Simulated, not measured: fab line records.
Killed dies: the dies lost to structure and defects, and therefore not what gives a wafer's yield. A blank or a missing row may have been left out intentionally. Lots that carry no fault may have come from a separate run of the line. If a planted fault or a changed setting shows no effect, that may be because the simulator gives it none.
One fault through the eyes of 3 desks ; flow n5_finfet ; every desk sees just its own numbers, and what lay behind them comes last

AT THE METROLOGY DESK
Lot by lot, what the gauges showed, no matter which tool ran the lot: averages of those sampled wafers that carry a number. If a lot's mean is further than 4 standard deviations from the usual mean, the lot is out of limits and carries the mark OUT (the distance appears in the brackets).
Columns: A = cd_nm at N5_BEOL_M9_CD_MEAS_11, usual 64.0 nm
lot;first seen here;A
L129;day 9 09:30;64.1
L128;day 9 09:45;64.0
L130;day 10 02:37;63.6
L134;day 10 20:46;63.3
L133;day 11 00:09;63.6
L135;day 11 05:54;64.8
L137;day 11 20:45;63.1
L138;day 12 06:07;63.8
L139;day 12 09:44;63.7
L147;day 14 09:25;64.8
L150;day 15 03:05;63.7
L151;day 15 04:29;63.5
Result from this desk: across the 12 lots, nothing is out of limits.

THE DEFECT DESK
Counts from the inspections along the route, per lot, as means over the sampled wafers that have a number. If a lot's mean is further than 4 standard deviations from the usual mean, the lot is out of limits and carries the mark OUT (the distance appears in the brackets).
Columns: A = raw_defect_count at N5_BEOL_M9_INSPECT_30, usual 433
lot;first seen here;A
L129;day 9 11:44;542
L128;day 9 12:00;417
L130;day 10 03:34;457
L134;day 10 22:59;465
L133;day 11 01:23;568
L135;day 11 08:04;479
L137;day 11 22:40;388
L138;day 12 07:04;357
L139;day 12 11:37;451
L147;day 14 11:53;408
L150;day 15 04:22;467
L151;day 15 05:40;450
Result from this desk: across the 12 lots, nothing is out of limits.

FOR THE TOOL OWNER'S DESK: litho_track-03
The tool's own readings at N5_BEOL_M9_COAT_22 (resist thk 30 nm): means of the sampled wafers that have a number, for each lot that ran on this tool. If a lot's mean is further than 4 standard deviations from the usual mean, the lot is out of limits and carries the mark OUT (the distance appears in the brackets).
Columns: A = dispense_pressure_kPa at N5_BEOL_M9_COAT_22, usual 50.0 kPa; B = spin_speed_rpm at N5_BEOL_M9_COAT_22, usual 1500.1 rpm
lot;first seen here;A;B
L129;day 9 11:23;48.0;1500.0
L138;day 12 06:43;47.9;1500.2
L147;day 14 11:32;47.9;1500.3
L150;day 15 04:00;47.8;1465.4 (-37) OUT
L151;day 15 05:19;47.9;1464.9 (-37) OUT
This desk's verdict: out of limits on L150, L151, starting with L150 at day 15 04:00 (spin_speed_rpm at N5_BEOL_M9_COAT_22). Within limits: L129, L138, L147.

PUT TOGETHER
The tool owner's desk had the chance to raise an alarm at day 15 04:00 on L150, L151.
Nothing out of limits was seen by the metrology desk.
Nothing out of limits was seen by the defect desk.
The metrology desk holds a record of L150, L151, inside its limits.
The defect desk has L150, L151 on record, within its limits.
N5_BEOL_M9_COAT_22 was run on litho_track-03 by each of the lots named.

WHAT THE SIMULATOR HAD INSERTED
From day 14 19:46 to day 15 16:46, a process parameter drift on litho_track-03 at N5_BEOL_M9_COAT_22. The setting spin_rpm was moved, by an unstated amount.
Lots struck among those shown: L150, L151.
Delay in hours, fault start to first out-of-limits reading, by desk: the tool owner's desk at 8.
